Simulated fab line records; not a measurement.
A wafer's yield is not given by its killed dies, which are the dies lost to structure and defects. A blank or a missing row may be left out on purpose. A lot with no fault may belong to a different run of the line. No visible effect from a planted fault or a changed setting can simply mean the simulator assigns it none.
Which tool was responsible? || flow nand harc || 6 lots, 18 wafers sampled, at 3 steps of a route of 1302

## WHAT EACH GAUGE READ, for each wafer
NHARC_A_SLIT_CD_MEAS_21.
{"lot": "L461", "measured": "day 21 20:18", "on": "cd sem-03", "cd nm (nm)": "290.6 290.3 290.1"}
{"lot": "L468", "measured": "day 24 05:10", "on": "cd sem-03", "cd nm (nm)": "289.5 290.0 290.9"}
{"lot": "L469", "measured": "day 25 01:11", "on": "cd sem-03", "cd nm (nm)": "289.2 289.5 289.4"}
{"lot": "L474", "measured": "day 26 14:30", "on": "cd sem-03", "cd nm (nm)": "289.9 289.4 288.9"}
{"lot": "L476", "measured": "day 27 22:02", "on": "cd sem-03", "cd nm (nm)": "290.4 291.1 290.0"}
{"lot": "L480", "measured": "day 29 07:26", "on": "cd sem-02", "cd nm (nm)": "289.1 290.2 289.1"}

## WHAT TOOL EACH LOT RAN ON (gives the tool, then ch and the chambers of the sampled wafers, and finally the start)
{"lot": "L461", "NHARC_A_SLIT_DESCUM_14": "rie diel-13 ch 1,2,3, day 21 13:57", "NHARC_A_SLIT_ETCH_15": "rie diel-13 ch 0,2,3, day 21 20:18 or earlier"}
{"lot": "L468", "NHARC_A_SLIT_DESCUM_14": "rie diel-13 ch 0,1,3, day 23 22:34", "NHARC_A_SLIT_ETCH_15": "rie diel-13 ch 1,2,3, day 24 05:10 or earlier"}
{"lot": "L469", "NHARC_A_SLIT_DESCUM_14": "rie diel-09 ch 0,2,3, day 24 18:52", "NHARC_A_SLIT_ETCH_15": "rie diel-09 ch 0,1,3, day 25 01:11 or earlier"}
{"lot": "L474", "NHARC_A_SLIT_DESCUM_14": "rie diel-13 ch 1,3, day 26 07:59", "NHARC_A_SLIT_ETCH_15": "rie diel-13 ch 1,2, day 26 14:30 or earlier"}
{"lot": "L476", "NHARC_A_SLIT_DESCUM_14": "rie diel-13 ch 1,3, day 27 14:57", "NHARC_A_SLIT_ETCH_15": "rie diel-13 ch 1,2,3, day 27 22:02 or earlier"}
{"lot": "L480", "NHARC_A_SLIT_DESCUM_14": "rie diel-13 ch 0,2,3, day 29 01:07", "NHARC_A_SLIT_ETCH_15": "rie diel-13 ch 1,2, day 29 07:26 or earlier"}
- NHARC_A_SLIT_DESCUM_14: chemistry O2, time 3 s.
- NHARC_A_SLIT_ETCH_15: etches the open film in O2/COS, target depth 6200 nm, time 1612 s.

## THE ANSWER, worked out from the rows above alone
Rule: the usual values come from the lots themselves. Put in order of their means at a reading, lots are off if they are a third of the lots or fewer, leave a main group of 4 or more, and stand apart from it by a gap of 3 or more times the standard deviation of the main group's means; of several such gaps the widest counts. If all means in a main group match to the digits the tables above print for the reading, that group is not used. Also off: a lot with no number at a reading for which 4 or more lots have one. Where the step has rows for the other lots, those lots are counted as sound.
No lot is off at any reading shown: from this, nothing can be told.

## WHAT HAD BEEN PUT IN BY THE SIMULATOR
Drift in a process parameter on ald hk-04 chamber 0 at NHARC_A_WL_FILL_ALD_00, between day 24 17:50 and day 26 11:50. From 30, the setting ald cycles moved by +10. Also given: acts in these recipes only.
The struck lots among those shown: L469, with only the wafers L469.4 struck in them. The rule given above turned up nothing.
